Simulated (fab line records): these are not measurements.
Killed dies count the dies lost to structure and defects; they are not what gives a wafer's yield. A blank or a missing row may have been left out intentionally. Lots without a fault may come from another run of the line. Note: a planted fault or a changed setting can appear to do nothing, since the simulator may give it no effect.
Chamber matching | flow nand harc | NHARC_P_CONTACT_ETCH_35 on rie diel-10 has 4 sister chambers
The step etches the open film in CF4, target depth 39 nm, time 65 s. 4 wafers are shown with their chamber, then 8 later ones without.

== WAFERS WITH THEIR CHAMBER ==
wafer  | chamber | drypump motor current A (A)
L431.6 | 1       | 5.8
L432.2 | 3       | 5.8
L432.5 | 0       | 5.7
L438.2 | 2       | 6.3

== WAFERS WITH NO CHAMBER GIVEN ==
wafer  | drypump motor current A (A)
L438.4 | 5.8
L438.5 | 6.3
L443.1 | 6.4
L443.3 | 5.8
L443.5 | 6.4
L450.3 | 6.3
L450.4 | 5.7
L450.5 | 5.8

== THE CHAMBER EACH PASSED THROUGH ==
wafer  | from the rows above          | in truth
L438.4 | can't be placed: 1 or 3 or 0 | 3
L438.5 | 2                            | 2
L443.1 | 2                            | 2
L443.3 | can't be placed: 1 or 3 or 0 | 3
L443.5 | 2                            | 2
L450.3 | 2                            | 2
L450.4 | can't be placed: 0 or 1 or 3 | 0
L450.5 | can't be placed: 1 or 3 or 0 | 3
4 of 8 placed correctly. These rows do not allow placing 4 (true chamber among the candidates in 4). 0 placed wrongly.
How it was worked out, from the rows above alone: a wafer's distance from a chamber is the root of the sum, over the readings, of the square of ((its reading less the chamber's mean) divided by the reading's scatter). If the next closest chamber is less than 2 further off than the closest, the wafer can't be placed; otherwise it belongs to the closest. The mean given for a chamber averages the wafers shown for that chamber. The scatter: with one shown wafer a chamber, the root of the mean of the squares of how far each hidden wafer lies from its nearest shown one.
